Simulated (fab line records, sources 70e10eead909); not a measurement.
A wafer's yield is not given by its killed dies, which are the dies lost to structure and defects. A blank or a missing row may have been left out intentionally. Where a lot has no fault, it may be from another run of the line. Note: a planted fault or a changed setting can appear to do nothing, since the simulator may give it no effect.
fab line records	flow nand_harc
record lots=24	wafers=72	last_day=24
route steps=1159 shown A_STAIRCASE@555
lots that met no fault: from a run of the same line without faults
start_h: start of the lot's first displayed wafer, in hours after the record's first day	wait_h: time in hours since the lot's previous step	" same as the row above	L1.1+2: a single row standing in for several wafers	- value missing, or start not given	* or withheld: withheld	< > ~ a bound
route shown NAME@n: a module of which the file shows steps, and the number in the route of the first	usual: mean and standard deviation over wafers with no fault	same: alike in all rows	chamber/n: place in a boat	sites: each site's reading	_std_site: standard deviation across them	_edge_site: the outer-site mean with the inner-site mean subtracted	radius_mm: for every site, how far away it sits from the centre of the wafer	mask NAME#n: copy n	behind: the last tool/chamber to shape the wafer	hold: reason for holding the lot/hours on hold/outcome of the hold	device: transistor that didn't switch, given as n, p or np	end of line: tests of these same wafers at the route's end	a step given without rows: its recipe and nothing more	killed: count of dies lost to structure and defects at first sort (not the wafer's yield)	map: the dies of a wafer, with x for killed, . for not killed, _ for no die there
set.NAME: the setting the step ran with; set.NAME@STEP: the setting that earlier step ran with	model.NAME: the simulator's own value behind a step, which no gauge read
route steps across a sampled set of lots; one table per step, one row per wafer
services: a tool's chamber out of use, with start hour (start_h, from the record's first day; less than 0 if before it), hours out, and reason
## steps
# step NHARC_A_STAIRCASE_ETCH_19
# recipe target_depth_a=1000	time_s=40.5	ion_energy_ev=400	c4f8_flow_sccm=20	o2_flow_sccm=10	ar_flow_sccm=withheld	rf_w=600	bias_w=1000	chemistry=C4F8/O2
# usual oes_product_au=0.936/0.012	rf_vpp_V=895/5.2
lot.wafer	tool	chamber	start_h	wait_h	oes_product_au	rf_hours_counter_h	rf_vpp_V
L074.1	rie_diel-13	0	-	-	0.939	44	900
L074.5	"	2	"	"	0.944	-	891
L074.4	"	0	"	"	0.946	-	900
L075.2	rie_diel-08	2	-	-	0.923	47	894
L075.4	"	3	"	"	0.947	47	894
L075.6	"	1	"	"	0.943	-	891
L076.4	rie_diel-13	2	-	-	0.928	53	891
L076.3	"	3	"	"	0.936	51	895
L076.5	"	3	"	"	0.940	-	897
L077.4	rie_diel-08	2	-	-	0.909	48	896
L077.5	"	0	"	"	0.927	-	896
L077.6	"	1	"	"	0.923	-	888
L078.1	rie_diel-13	2	-	-	0.936	54	890
L078.2	"	3	"	"	0.952	52	896
L078.6	"	1	"	"	0.931	-	905
L081.2	rie_diel-13	1	-	-	0.914	56	906
L081.3	"	2	"	"	0.931	60	891
L081.5	"	2	"	"	0.927	-	890
L080.1	rie_diel-13	3	-	-	0.940	58	895
L080.2	"	1	"	"	0.929	57	905
L080.6	"	1	"	"	0.914	-	905
L079.2	rie_diel-13	3	-	-	0.937	60	896
L079.4	"	0	"	"	0.919	53	899
L079.6	"	3	"	"	0.938	-	895
L082.3	rie_diel-13	2	-	-	0.929	62	891
L082.1	"	1	"	"	0.919	59	906
L082.6	"	2	"	"	0.937	-	889
L083.1	rie_diel-13	3	-	-	0.953	1	896
L083.3	"	0	"	"	0.940	2	899
L083.5	"	1	"	"	0.928	-	904
L086.4	rie_diel-09	0	-	-	0.920	18	886
L086.2	"	2	"	"	0.944	19	902
L086.5	"	0	"	"	0.927	-	887
L084.4	rie_diel-09	3	-	-	0.934	16	900
L084.1	"	0	"	"	0.912	19	886
L084.2	"	1	"	"	0.932	20	894
L087.4	rie_diel-13	1	-	-	0.939	8	904
L087.5	"	1	"	"	0.923	-	903
L087.6	"	2	"	"	0.923	-	889
L089.1	rie_diel-08	2	-	-	0.933	3	894
L089.5	"	0	"	"	0.937	-	894
L089.6	"	1	"	"	0.939	-	890
L085.1	rie_diel-13	2	-	-	0.934	10	891
L085.3	"	0	"	"	0.950	11	899
L085.5	"	2	"	"	0.931	-	890
L091.3	rie_diel-08	2	-	-	0.950	7	894
L091.5	"	0	"	"	0.924	-	895
L091.6	"	1	"	"	0.954	-	889
L088.4	rie_diel-08	2	-	-	0.933	7	894
L088.3	"	3	"	"	0.946	7	893
L088.6	"	3	"	"	0.944	-	893
L090.2	rie_diel-09	1	-	-	0.939	29	893
L090.1	"	2	"	"	0.948	29	900
L090.3	"	3	"	"	0.948	27	899
L093.4	rie_diel-08	0	-	-	0.933	13	895
L093.2	"	1	"	"	0.956	13	889
L093.6	"	1	"	"	0.948	-	889
L092.1	rie_diel-09	1	-	-	0.919	34	896
L092.3	"	2	"	"	0.932	34	899
L092.4	"	3	"	"	0.929	31	897
L094.1	rie_diel-13	0	-	-	0.942	25	898
L094.2	"	2	"	"	0.950	23	889
L094.5	"	1	"	"	0.944	-	905
L096.1	rie_diel-13	2	-	-	0.948	28	891
L096.3	"	0	"	"	0.944	30	897
L096.5	"	1	"	"	0.928	-	905
L095.4	rie_diel-09	3	-	-	0.935	41	898
L095.2	"	1	"	"	0.937	40	895
L095.6	"	3	"	"	0.932	-	899
L097.1	rie_diel-09	1	-	-	0.916	45	893
L097.2	"	2	"	"	0.946	48	901
L097.3	"	3	"	"	0.951	46	898
# step NHARC_A_STAIRCASE_TRIM_187
# recipe time_s=211.2	o2_flow_sccm=500	ar_flow_sccm=0	bias_w=0	chemistry=O2
# usual drypump_motor_current_A=6.0/0.4	oes_product_au=0.997/0.0099	rf_vpp_V=57.8/0.91	showerhead_plenum_p_Torr=3.50/0.12	throttle_valve_pct=17.035/0.0092
lot.wafer	tool	chamber	start_h	wait_h	drypump_motor_current_A	oes_product_au	rf_hours_counter_h	rf_vpp_V	showerhead_plenum_p_Torr	throttle_valve_pct
L074.1	rie_diel-13	2	240.70	0.1	6.3	1.005	49	57.6	3.39	17.041
L074.5	"	0	"	"	5.9	1.000	-	57.5	3.61	17.036
L074.4	"	2	"	"	6.3	0.982	-	57.7	3.39	17.038
L075.2	rie_diel-08	2	258.32	0.1	6.3	0.981	48	59.8	3.49	17.023
L075.4	"	3	"	"	6.4	0.995	49	57.0	3.47	17.019
L075.6	"	2	"	"	6.3	0.991	-	56.4	3.49	17.050
L076.4	rie_diel-08	2	261.01	0.1	6.3	0.995	49	58.1	3.49	17.030
L076.3	"	0	"	"	5.7	0.994	51	57.5	3.50	17.032
L076.5	"	2	"	"	6.3	0.983	-	57.4	3.49	17.033
L077.4	rie_diel-08	2	261.25	0.2	6.3	0.986	50	57.1	3.49	17.039
L077.6	"	3	"	"	6.4	0.995	-	58.4	3.47	17.042
L077.5	"	0	"	"	5.6	0.992	-	58.5	3.50	17.031
L078.2	rie_diel-08	0	262.71	0.3	5.7	0.994	53	57.9	3.49	17.031
L078.1	"	3	"	"	6.3	0.996	51	57.5	3.47	17.042
L078.6	"	0	"	"	5.7	0.984	-	57.7	3.49	17.027
L081.2	rie_diel-13	1	272.32	0.1	5.7	0.985	57	58.0	3.77	17.044
L081.3	"	2	"	"	6.3	1.004	61	56.2	3.38	17.035
L081.5	"	1	"	"	5.7	0.982	-	59.1	3.77	17.042
L080.1	rie_diel-08	1	272.55	0.1	6.5	0.994	55	56.4	3.36	17.026
L080.2	"	3	"	"	6.4	0.999	57	58.0	3.46	17.025
L080.6	"	0	"	"	5.7	0.991	-	57.4	3.49	17.046
L082.1	rie_diel-08	3	281.01	0.1	6.4	1.001	62	57.7	3.46	17.027
L082.3	"	0	"	"	5.7	0.995	62	57.6	3.49	17.025
L082.6	"	1	"	"	6.5	1.003	-	57.5	3.36	17.031
L079.4	rie_diel-08	2	281.22	0.1	6.3	0.982	59	58.8	3.48	17.056
L079.2	"	1	"	"	6.5	0.999	60	56.9	3.36	17.023
L079.6	"	3	"	"	6.4	1.003	-	55.3	3.46	17.038
L083.3	rie_diel-13	0	294.31	0.1	5.9	0.997	2	60.1	3.61	17.034
L083.1	"	3	"	"	5.4	1.010	2	58.5	3.50	17.050
L083.5	"	0	"	"	5.9	1.004	-	57.8	3.61	17.033
L086.4	rie_diel-13	2	311.01	0.1	6.3	0.999	6	57.7	3.38	17.031
L086.2	"	0	"	"	5.9	1.007	8	57.2	3.60	17.044
L086.5	"	2	"	"	6.3	1.002	-	58.2	3.38	17.038
L084.2	rie_diel-13	1	311.37	0.1	5.7	1.000	7	58.2	3.77	17.042
L084.1	"	2	"	"	6.3	1.009	6	57.7	3.38	17.024
L084.4	"	3	"	"	5.4	1.018	7	57.6	3.50	17.022
L087.4	rie_diel-09	3	316.11	0.3	5.3	1.000	19	56.9	3.61	17.039
L087.5	"	3	"	"	5.3	0.997	-	57.5	3.61	17.028
L087.6	"	0	"	"	5.7	0.976	-	56.1	3.31	17.050
L089.1	rie_diel-13	3	323.14	0.1	5.4	1.002	12	57.7	3.50	17.049
L089.5	"	1	"	"	5.7	0.997	-	58.3	3.77	17.037
L089.6	"	2	"	"	6.4	0.989	-	56.6	3.37	17.033
L085.1	rie_diel-13	3	324.07	0.1	5.4	1.006	12	57.4	3.50	17.030
L085.3	"	1	"	"	5.7	0.989	12	58.2	3.77	17.033
L085.5	"	3	"	"	5.4	1.007	-	56.5	3.50	17.051
L091.3	rie_diel-13	2	332.33	0.1	6.3	1.001	16	58.9	3.37	17.035
L091.5	"	2	"	"	6.4	0.991	-	56.9	3.37	17.053
L091.6	"	3	"	"	5.4	1.009	-	57.4	3.49	17.038
L088.3	rie_diel-08	0	332.49	0.1	5.7	0.976	9	56.5	3.48	17.047
L088.4	"	1	"	"	6.5	0.989	9	58.0	3.35	17.051
L088.6	"	0	"	"	5.7	0.989	-	56.4	3.48	17.056
L090.3	rie_diel-08	1	334.41	0.1	6.4	1.005	10	57.3	3.35	17.034
L090.2	"	2	"	"	6.3	0.993	11	58.2	3.48	17.021
L090.1	"	3	"	"	6.4	0.997	11	56.5	3.45	17.033
L093.2	rie_diel-13	3	343.00	0.1	5.4	1.002	23	59.3	3.49	17.035
L093.4	"	1	"	"	5.7	0.998	23	58.4	3.76	17.031
L093.6	"	0	"	"	5.9	0.996	-	58.2	3.59	17.025
L092.3	rie_diel-09	1	343.21	0.1	6.8	0.979	35	57.9	3.50	17.038
L092.1	"	2	"	"	5.3	1.007	35	57.5	3.64	17.046
L092.4	"	3	"	"	5.3	1.001	33	57.1	3.60	17.028
L094.2	rie_diel-13	3	350.51	0.1	5.4	1.015	26	57.9	3.49	17.039
L094.1	"	1	"	"	5.7	0.999	26	57.3	3.76	17.036
L094.5	"	2	"	"	6.3	1.030	-	58.2	3.37	17.023
L096.3	rie_diel-08	3	364.69	0.1	6.3	0.990	21	58.1	3.45	17.042
L096.1	"	0	"	"	5.7	0.996	19	56.4	3.48	17.040
L096.5	"	3	"	"	6.3	0.995	-	58.3	3.45	17.042
L095.2	rie_diel-08	0	367.95	0.1	5.7	0.980	20	57.7	3.48	17.022
L095.4	"	2	"	"	6.3	1.002	22	58.7	3.47	17.033
L095.6	"	1	"	"	6.5	1.009	-	57.4	3.35	17.041
L097.1	rie_diel-13	1	385.59	0.1	5.7	1.001	35	60.5	3.75	17.038
L097.2	"	2	"	"	6.3	1.003	33	56.0	3.36	17.033
L097.3	"	0	"	"	5.9	1.010	34	57.8	3.59	17.019
# step NHARC_A_STAIRCASE_ETCH_197
# recipe target_depth_a=1000	time_s=40.5	ion_energy_ev=400	c4f8_flow_sccm=20	o2_flow_sccm=10	ar_flow_sccm=withheld	rf_w=600	bias_w=1000	chemistry=C4F8/O2
# usual oes_product_au=0.945/0.017	rf_vpp_V=895/4.7
lot.wafer	tool	chamber	start_h	wait_h	oes_product_au	rf_hours_counter_h	rf_vpp_V
L074.1	rie_diel-09	3	-	-	0.932	58	899
L074.4	"	0	"	"	0.903	59	887
L074.5	"	0	"	"	0.915	-	889
L075.2	rie_diel-13	0	-	-	0.939	51	897
L075.4	"	2	"	"	0.939	54	891
L075.6	"	1	"	"	0.925	-	905
L076.3	rie_diel-13	1	-	-	0.916	52	906
L076.4	"	3	"	"	0.946	-	894
L076.5	"	1	"	"	0.922	-	904
L077.5	rie_diel-13	3	-	-	0.931	-	896
L077.6	"	1	"	"	0.915	-	904
L077.4	"	2	"	"	0.926	-	890
L078.2	rie_diel-09	0	-	-	0.936	0	890
L078.1	"	2	"	"	0.999	0	901
L078.6	"	0	"	"	0.945	-	889
L081.2	rie_diel-09	1	-	-	0.976	6	895
L081.3	"	3	"	"	0.957	5	899
L081.5	"	0	"	"	0.962	-	888
L080.2	rie_diel-08	0	-	-	0.941	58	895
L080.1	"	1	"	"	0.949	55	891
L080.6	"	0	"	"	0.947	-	895
L082.1	rie_diel-09	2	-	-	0.963	11	902
L082.3	"	0	"	"	0.941	10	888
L082.6	"	0	"	"	0.934	-	889
L079.2	rie_diel-09	1	-	-	0.911	12	896
L079.6	"	0	"	"	0.900	-	889
L079.4	"	1	"	"	0.908	-	896
L083.3	rie_diel-08	1	-	-	0.946	63	888
L083.1	"	0	"	"	0.976	65	894
L083.5	"	2	"	"	0.948	-	893
L086.2	rie_diel-08	1	-	-	0.974	0	890
L086.4	"	2	"	"	0.955	0	895
L086.5	"	2	"	"	0.950	-	894
L084.2	rie_diel-13	1	-	-	0.930	8	904
L084.4	"	2	"	"	0.942	8	891
L084.1	"	3	"	"	0.964	8	894
L087.4	rie_diel-09	3	-	-	0.919	20	899
L087.5	"	2	"	"	0.935	-	900
L087.6	"	3	"	"	0.923	-	898
L089.1	rie_diel-13	2	-	-	0.931	12	890
L089.5	"	2	"	"	0.922	-	890
L089.6	"	3	"	"	0.944	-	895
L085.1	rie_diel-08	3	-	-	0.974	6	895
L085.3	"	1	"	"	0.953	5	890
L085.5	"	3	"	"	0.977	-	895
L091.3	rie_diel-09	3	-	-	0.971	28	899
L091.5	"	0	"	"	0.947	-	888
L091.6	"	1	"	"	0.940	-	893
L088.3	rie_diel-08	1	-	-	0.935	10	890
L088.4	"	2	"	"	0.936	10	894
L088.6	"	2	"	"	0.943	-	895
L090.2	rie_diel-08	1	-	-	0.955	11	890
L090.3	"	3	"	"	0.945	11	894
L090.1	"	0	"	"	0.937	11	894
L093.2	rie_diel-13	1	-	-	0.947	23	906
L093.4	"	2	"	"	0.945	22	890
L093.6	"	0	"	"	0.952	-	897
L092.3	rie_diel-08	1	-	-	0.947	14	888
L092.1	"	3	"	"	0.948	14	894
L092.4	"	0	"	"	0.944	14	896
L094.1	rie_diel-13	2	-	-	0.936	25	889
L094.2	"	3	"	"	0.940	26	894
L094.5	"	2	"	"	0.941	-	889
L096.3	rie_diel-08	0	-	-	0.926	20	892
L096.1	"	3	"	"	0.946	21	893
L096.5	"	0	"	"	0.924	-	895
L095.2	rie_diel-08	1	-	-	0.948	21	890
L095.4	"	3	"	"	0.934	22	895
L095.6	"	1	"	"	0.941	-	890
L097.3	rie_diel-13	2	-	-	0.945	36	890
L097.1	"	0	"	"	0.969	36	896
L097.2	"	1	"	"	0.952	37	905
# step NHARC_A_STAIRCASE_TRIM_202
# recipe time_s=211.2	o2_flow_sccm=500	ar_flow_sccm=0	bias_w=0	chemistry=O2
# usual drypump_motor_current_A=6.0/0.46	oes_product_au=0.998/0.0096	rf_vpp_V=57.9/0.9	showerhead_plenum_p_Torr=3.51/0.12	throttle_valve_pct=17.037/0.008
lot.wafer	tool	chamber	start_h	wait_h	drypump_motor_current_A	oes_product_au	rf_hours_counter_h	rf_vpp_V	showerhead_plenum_p_Torr	throttle_valve_pct
L074.1	rie_diel-09	3	-	-	5.3	1.007	59	59.4	3.62	17.040
L074.4	"	1	"	"	6.8	0.998	54	59.0	3.52	17.048
L074.5	"	3	"	"	5.3	1.000	-	57.2	3.62	17.042
L075.4	rie_diel-13	0	-	-	5.9	1.008	52	57.3	3.61	17.044
L075.2	"	3	"	"	5.4	1.022	53	56.4	3.51	17.050
L075.6	"	1	"	"	5.7	0.987	-	58.8	3.78	17.031
L076.3	rie_diel-13	2	-	-	6.3	1.003	57	58.0	3.38	17.049
L076.4	"	1	"	"	5.7	0.990	-	57.9	3.78	17.049
L076.5	"	2	"	"	6.3	1.000	-	58.8	3.38	17.037
L077.4	rie_diel-13	1	-	-	5.7	0.988	-	58.7	3.78	17.028
L077.6	"	2	"	"	6.3	0.993	-	58.0	3.38	17.044
L077.5	"	3	"	"	5.4	1.018	-	57.2	3.51	17.018
L078.1	rie_diel-09	3	-	-	5.3	1.004	0	59.8	3.62	17.042
L078.2	"	0	"	"	5.8	0.974	1	57.9	3.32	17.037
L078.6	"	2	"	"	5.3	1.008	-	59.1	3.66	17.040
L081.3	rie_diel-09	2	-	-	5.4	1.007	7	58.1	3.66	17.045
L081.2	"	0	"	"	5.8	0.979	7	57.2	3.32	17.033
L081.5	"	2	"	"	5.4	1.017	-	57.8	3.66	17.026
L080.2	rie_diel-08	2	-	-	6.3	0.990	56	58.4	3.49	17.049
L080.1	"	3	"	"	6.4	0.998	59	57.0	3.46	17.044
L080.6	"	1	"	"	6.5	0.999	-	56.8	3.36	17.024
L082.3	rie_diel-09	0	-	-	5.8	0.978	11	57.1	3.32	17.047
L082.1	"	1	"	"	6.8	0.988	12	56.9	3.51	17.032
L082.6	"	2	"	"	5.4	1.002	-	58.7	3.65	17.040
L079.4	rie_diel-09	2	-	-	5.4	1.007	12	57.7	3.66	17.052
L079.2	"	1	"	"	6.8	0.999	12	57.5	3.51	17.051
L079.6	"	2	"	"	5.3	1.005	-	59.1	3.66	17.028
L083.3	rie_diel-08	2	-	-	6.3	0.992	63	58.7	3.48	17.022
L083.1	"	3	"	"	6.3	1.004	65	57.6	3.46	17.031
L083.5	"	0	"	"	5.7	0.998	-	58.0	3.49	17.039
L086.4	rie_diel-08	0	-	-	5.6	0.998	0	56.8	3.49	17.023
L086.2	"	1	"	"	6.4	1.012	0	58.6	3.36	17.048
L086.5	"	0	"	"	5.7	0.993	-	57.4	3.49	17.054
L084.4	rie_diel-13	3	-	-	5.4	1.003	9	58.1	3.50	17.042
L084.1	"	0	"	"	5.9	1.008	9	58.8	3.60	17.046
L084.2	"	1	"	"	5.7	1.001	9	59.0	3.77	17.038
L087.4	rie_diel-09	3	-	-	5.3	1.001	21	58.1	3.61	17.053
L087.6	"	0	"	"	5.8	0.983	-	57.5	3.31	17.054
L087.5	"	1	"	"	6.8	0.990	-	56.4	3.50	17.035
L089.1	rie_diel-13	2	-	-	6.3	1.008	13	58.6	3.37	17.025
L089.6	"	3	"	"	5.4	1.000	-	58.3	3.50	17.034
L089.5	"	0	"	"	5.9	0.997	-	59.5	3.60	17.039
L085.1	rie_diel-08	0	-	-	5.7	0.990	6	57.3	3.48	17.032
L085.3	"	1	"	"	6.4	0.994	6	57.4	3.35	17.045
L085.5	"	3	"	"	6.4	0.998	-	55.6	3.45	17.040
L088.3	rie_diel-08	0	-	-	5.7	1.006	10	57.5	3.48	17.036
L088.4	"	1	"	"	6.5	1.004	10	57.2	3.35	17.037
L088.6	"	0	"	"	5.7	0.992	-	58.6	3.48	17.048
L091.3	rie_diel-09	0	-	-	5.7	0.973	31	56.1	3.31	17.030
L091.6	"	1	"	"	6.8	0.991	-	57.3	3.50	17.043
L091.5	"	2	"	"	5.4	1.018	-	58.1	3.64	17.038
L090.2	rie_diel-08	1	-	-	6.4	1.007	11	56.6	3.35	17.023
L090.1	"	2	"	"	6.3	0.992	11	58.3	3.48	17.021
L090.3	"	0	"	"	5.7	0.993	11	57.7	3.48	17.028
L093.4	rie_diel-13	0	-	-	5.9	1.002	25	58.7	3.59	17.025
L093.2	"	3	"	"	5.4	1.005	23	58.3	3.49	17.028
L093.6	"	0	"	"	5.9	1.008	-	58.2	3.59	17.051
L092.3	rie_diel-08	0	-	-	5.7	0.982	15	56.4	3.48	17.046
L092.1	"	1	"	"	6.4	0.998	15	56.3	3.35	17.028
L092.4	"	2	"	"	6.3	0.985	15	58.4	3.47	17.043
L094.2	rie_diel-13	2	-	-	6.4	1.014	26	58.6	3.37	17.020
L094.1	"	0	"	"	5.9	0.997	28	58.8	3.59	17.038
L094.5	"	2	"	"	6.3	1.010	-	57.5	3.37	17.025
L096.1	rie_diel-08	2	-	-	6.3	0.996	22	59.4	3.47	17.038
L096.3	"	3	"	"	6.4	1.000	21	57.4	3.45	17.040
L096.5	"	2	"	"	6.3	1.000	-	57.2	3.47	17.033
L095.2	rie_diel-08	3	-	-	6.4	0.986	22	57.3	3.45	17.029
L095.4	"	0	"	"	5.7	0.997	21	57.7	3.47	17.045
L095.6	"	2	"	"	6.3	0.997	-	58.7	3.47	17.039
L097.2	rie_diel-13	3	-	-	5.4	1.008	35	58.0	3.49	17.041
L097.3	"	0	"	"	5.9	1.012	36	57.8	3.59	17.041
L097.1	"	1	"	"	5.7	0.999	37	58.0	3.75	17.033
# step NHARC_A_STAIRCASE_ETCH_203
# recipe target_depth_a=1000	time_s=40.5	ion_energy_ev=400	c4f8_flow_sccm=20	o2_flow_sccm=10	ar_flow_sccm=withheld	rf_w=600	bias_w=1000	chemistry=C4F8/O2
# usual oes_product_au=0.937/0.012	rf_vpp_V=895/4.5
lot.wafer	tool	chamber	start_h	wait_h	oes_product_au	rf_hours_counter_h	rf_vpp_V
L074.4	rie_diel-09	3	-	-	0.939	59	900
L074.1	"	1	"	"	0.928	54	895
L074.5	"	0	"	"	0.907	-	889
L075.4	rie_diel-13	0	-	-	0.932	52	899
L075.2	"	2	"	"	0.931	55	891
L075.6	"	3	"	"	0.965	-	897
L076.3	rie_diel-13	2	-	-	0.934	57	891
L076.5	"	1	"	"	0.923	-	903
L076.4	"	2	"	"	0.940	-	889
L077.4	rie_diel-13	2	-	-	0.937	-	891
L077.6	"	3	"	"	0.951	-	895
L077.5	"	1	"	"	0.925	-	905
L078.1	rie_diel-09	3	-	-	0.949	1	899
L078.2	"	1	"	"	0.934	1	896
L078.6	"	3	"	"	0.941	-	900
L081.3	rie_diel-09	1	-	-	0.927	8	894
L081.2	"	0	"	"	0.911	7	888
L081.5	"	1	"	"	0.931	-	894
L080.1	rie_diel-08	1	-	-	0.931	57	892
L080.2	"	2	"	"	0.915	57	896
L080.6	"	1	"	"	0.926	-	890
L082.1	rie_diel-09	0	-	-	0.910	11	889
L082.3	"	1	"	"	0.918	12	895
L082.6	"	1	"	"	0.925	-	894
L079.2	rie_diel-09	1	-	-	0.934	12	896
L079.4	"	2	"	"	0.940	12	899
L079.6	"	1	"	"	0.941	-	897
L083.1	rie_diel-08	1	-	-	0.932	64	889
L083.3	"	2	"	"	0.939	63	895
L083.5	"	2	"	"	0.933	-	896
L086.2	rie_diel-08	0	-	-	0.928	1	894
L086.4	"	1	"	"	0.930	1	888
L086.5	"	3	"	"	0.948	-	894
L084.2	rie_diel-13	3	-	-	0.944	9	896
L084.1	"	0	"	"	0.935	9	898
L084.4	"	2	"	"	0.946	8	889
L087.4	rie_diel-09	0	-	-	0.934	23	888
L087.5	"	2	"	"	0.947	-	900
L087.6	"	3	"	"	0.932	-	898
L089.1	rie_diel-13	3	-	-	0.944	14	895
L089.6	"	3	"	"	0.937	-	894
L089.5	"	0	"	"	0.942	-	898
L085.3	rie_diel-08	3	-	-	0.926	6	894
L085.1	"	0	"	"	0.944	6	895
L085.5	"	3	"	"	0.939	-	892
L088.4	rie_diel-08	2	-	-	0.935	11	893
L088.3	"	3	"	"	0.937	11	893
L088.6	"	1	"	"	0.929	-	890
L091.3	rie_diel-09	1	-	-	0.932	32	895
L091.6	"	2	"	"	0.945	-	902
L091.5	"	3	"	"	0.950	-	899
L090.3	rie_diel-08	0	-	-	0.942	11	893
L090.1	"	1	"	"	0.935	11	888
L090.2	"	3	"	"	0.938	11	893
L093.4	rie_diel-13	1	-	-	0.930	24	904
L093.2	"	3	"	"	0.960	23	896
L093.6	"	2	"	"	0.935	-	891
L092.1	rie_diel-08	0	-	-	0.930	15	894
L092.4	"	1	"	"	0.959	15	890
L092.3	"	2	"	"	0.932	15	894
L094.1	rie_diel-13	3	-	-	0.944	27	895
L094.2	"	1	"	"	0.959	27	904
L094.5	"	3	"	"	0.934	-	895
L096.3	rie_diel-08	2	-	-	0.941	22	893
L096.1	"	0	"	"	0.944	20	894
L096.5	"	2	"	"	0.941	-	892
L095.2	rie_diel-08	1	-	-	0.943	22	890
L095.4	"	2	"	"	0.948	23	895
L095.6	"	3	"	"	0.926	-	892
L097.3	rie_diel-13	3	-	-	0.950	35	895
L097.1	"	1	"	"	0.954	37	905
L097.2	"	2	"	"	0.942	36	888
# step NHARC_A_STAIRCASE_ETCH_294
# recipe target_depth_a=49920	time_s=1212.4	ion_energy_ev=800	c4f8_flow_sccm=80	o2_flow_sccm=60	ar_flow_sccm=withheld	rf_w=600	bias_w=3000	chemistry=C4F8/O2/Ar
# usual oes_product_au=0.930/0.012	rf_vpp_V=1824/8.9
lot.wafer	tool	chamber	start_h	wait_h	oes_product_au	rf_hours_counter_h	rf_vpp_V
L074.4	rie_diel-13	2	-	-	0.945	51	1816
L074.1	"	0	"	"	0.931	48	1833
L074.5	"	1	"	"	0.922	-	1845
L075.4	rie_diel-09	2	-	-	0.945	5	1836
L075.2	"	3	"	"	0.924	4	1835
L075.6	"	2	"	"	0.956	-	1837
L078.1	rie_diel-09	2	-	-	0.939	8	1836
L078.2	"	0	"	"	0.907	7	1810
L078.6	"	2	"	"	0.934	-	1837
L076.3	rie_diel-08	2	-	-	0.915	57	1824
L076.4	"	3	"	"	0.918	-	1821
L076.5	"	1	"	"	0.932	-	1814
L077.4	rie_diel-08	3	-	-	0.941	60	1821
L077.6	"	3	"	"	0.934	-	1821
L077.5	"	0	"	"	0.962	-	1824
L081.3	rie_diel-09	0	-	-	0.908	13	1812
L081.2	"	3	"	"	0.926	11	1835
L081.5	"	0	"	"	0.905	-	1811
L080.1	rie_diel-08	0	-	-	0.928	64	1824
L080.2	"	3	"	"	0.944	64	1823
L080.6	"	1	"	"	0.936	-	1815
L079.2	rie_diel-09	1	-	-	0.918	16	1825
L079.4	"	2	"	"	0.951	15	1837
L079.6	"	1	"	"	0.925	-	1826
L082.1	rie_diel-09	3	-	-	0.948	13	1834
L082.3	"	2	"	"	0.948	16	1835
L082.6	"	3	"	"	0.957	-	1833
L083.3	rie_diel-09	2	-	-	0.929	20	1835
L083.1	"	3	"	"	0.927	17	1834
L083.5	"	0	"	"	0.913	-	1811
L086.2	rie_diel-08	0	-	-	0.914	5	1825
L086.4	"	2	"	"	0.923	5	1823
L086.5	"	0	"	"	0.921	-	1824
L084.4	rie_diel-09	0	-	-	0.923	24	1811
L084.2	"	1	"	"	0.920	25	1827
L084.1	"	2	"	"	0.935	25	1836
L087.4	rie_diel-08	1	-	-	0.916	9	1814
L087.6	"	1	"	"	0.925	-	1814
L087.5	"	2	"	"	0.914	-	1822
L085.3	rie_diel-13	3	-	-	0.938	20	1823
L085.1	"	2	"	"	0.932	19	1816
L085.5	"	0	"	"	0.930	-	1832
L089.1	rie_diel-09	2	-	-	0.952	34	1835
L089.6	"	2	"	"	0.947	-	1835
L089.5	"	3	"	"	0.932	-	1832
L088.4	rie_diel-08	2	-	-	0.929	17	1822
L088.3	"	0	"	"	0.939	17	1822
L088.6	"	2	"	"	0.938	-	1822
L090.2	rie_diel-08	2	-	-	0.933	18	1822
L090.1	"	0	"	"	0.919	17	1823
L090.3	"	1	"	"	0.927	18	1814
L091.3	rie_diel-09	1	-	-	0.925	37	1824
L091.5	"	2	"	"	0.941	-	1836
L091.6	"	3	"	"	0.919	-	1833
L093.4	rie_diel-09	3	-	-	0.933	38	1833
L093.2	"	0	"	"	0.913	37	1811
L093.6	"	3	"	"	0.933	-	1833
L092.4	rie_diel-08	2	-	-	0.931	20	1823
L092.3	"	0	"	"	0.916	18	1823
L092.1	"	1	"	"	0.932	19	1815
L094.2	rie_diel-13	2	-	-	0.937	28	1815
L094.1	"	3	"	"	0.921	30	1825
L094.5	"	1	"	"	0.938	-	1842
L096.1	rie_diel-08	1	-	-	0.943	24	1813
L096.3	"	2	"	"	0.946	25	1822
L096.5	"	0	"	"	0.929	-	1824
L095.2	rie_diel-08	2	-	-	0.939	26	1822
L095.4	"	3	"	"	0.935	25	1821
L095.6	"	2	"	"	0.941	-	1822
L097.2	rie_diel-09	0	-	-	0.906	51	1808
L097.1	"	1	"	"	0.920	52	1824
L097.3	"	2	"	"	0.939	55	1835
## services
tool	chamber	start_h	hours	kind
rie_diel-13	1	232.74	8.7	repair
rie_diel-08	0	233.20	-	clean
rie_diel-08	1	233.20	-	clean
rie_diel-08	2	233.20	-	clean
rie_diel-08	3	233.20	-	clean
rie_diel-09	-	238.48	0.9	repair
rie_diel-08	1	243.07	5.1	repair
rie_diel-09	-	254.16	9.0	pm
rie_diel-08	0	257.78	-	clean
rie_diel-08	1	257.78	-	clean
rie_diel-08	2	257.78	-	clean
rie_diel-08	3	257.78	-	clean
rie_diel-13	0	261.74	9.7	repair
rie_diel-08	-	272.88	0.7	repair
rie_diel-08	0	275.11	3.0	repair
rie_diel-13	-	276.05	9.0	pm
rie_diel-09	3	280.83	3.4	repair
rie_diel-08	0	282.28	-	clean
rie_diel-08	1	282.28	-	clean
rie_diel-08	2	282.28	-	clean
rie_diel-13	-	296.68	1.2	repair
rie_diel-08	-	302.89	9.0	pm
rie_diel-09	0	305.02	1.4	repair
rie_diel-08	0	397.27	2.3	repair
## key
fault none
